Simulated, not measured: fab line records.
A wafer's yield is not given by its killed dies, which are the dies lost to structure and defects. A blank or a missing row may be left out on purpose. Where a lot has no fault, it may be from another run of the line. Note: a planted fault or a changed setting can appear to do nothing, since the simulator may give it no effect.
Chamber matching    flow n5-finfet    N5_BEOL_M8_ETCH_62 on rie-diel-05 has 4 sister chambers
The step etches SOC in N2/H2, target depth 110 nm, overetch 22 nm, time 165 s. 8 wafers are shown with their chamber, then 12 later ones without.

## WAFERS PAIRED WITH THEIR CHAMBERS
wafer   chamber  showerhead-plenum-p-Torr (Torr)  throttle-valve-pct (%)
L080.2  1        2.50                             17.79
L080.4  3        2.49                             17.60
L084.6  1        2.50                             17.80
L087.3  0        2.69                             17.86
L087.4  3        2.48                             17.61
L088.1  2        2.61                             17.42
L088.4  0        2.69                             17.86
L088.5  2        2.61                             17.44

## WAFERS WHOSE CHAMBER IS MISSING
wafer   showerhead-plenum-p-Torr (Torr)  throttle-valve-pct (%)
L090.3  2.50                             17.84
L090.4  2.69                             17.87
L090.6  2.49                             17.82
L089.3  2.60                             17.46
L089.5  2.49                             17.80
L089.6  2.60                             17.44
L092.2  2.49                             17.82
L092.3  2.60                             17.44
L092.4  2.49                             17.83
L097.1  2.49                             17.84
L097.4  2.68                             17.91
L097.5  2.49                             17.85

## WHICH CHAMBER EACH ONE RAN IN
wafer   from the rows above  in truth
L090.3  1                    1
L090.4  0                    0
L090.6  1                    1
L089.3  2                    2
L089.5  1                    1
L089.6  2                    2
L092.2  1                    1
L092.3  2                    2
L092.4  1                    1
L097.1  1                    1
L097.4  0                    0
L097.5  1                    1
Placed correctly: 12 of 12. Number that these rows cannot place: 0. Placed wrongly: 0.
How it was worked out, from the rows above alone: a wafer's distance from a chamber is the root of the sum, over the readings, of the square of ((its reading less the chamber's mean) divided by the reading's scatter). The wafer belongs to the nearest chamber; if the next one is less than 2 further off, it can't be placed. The mean given for a chamber averages the wafers shown for that chamber. The scatter: the root of (the sum of the squares of (reading less its chamber's mean) over the shown wafers, divided by (wafers less chambers)).
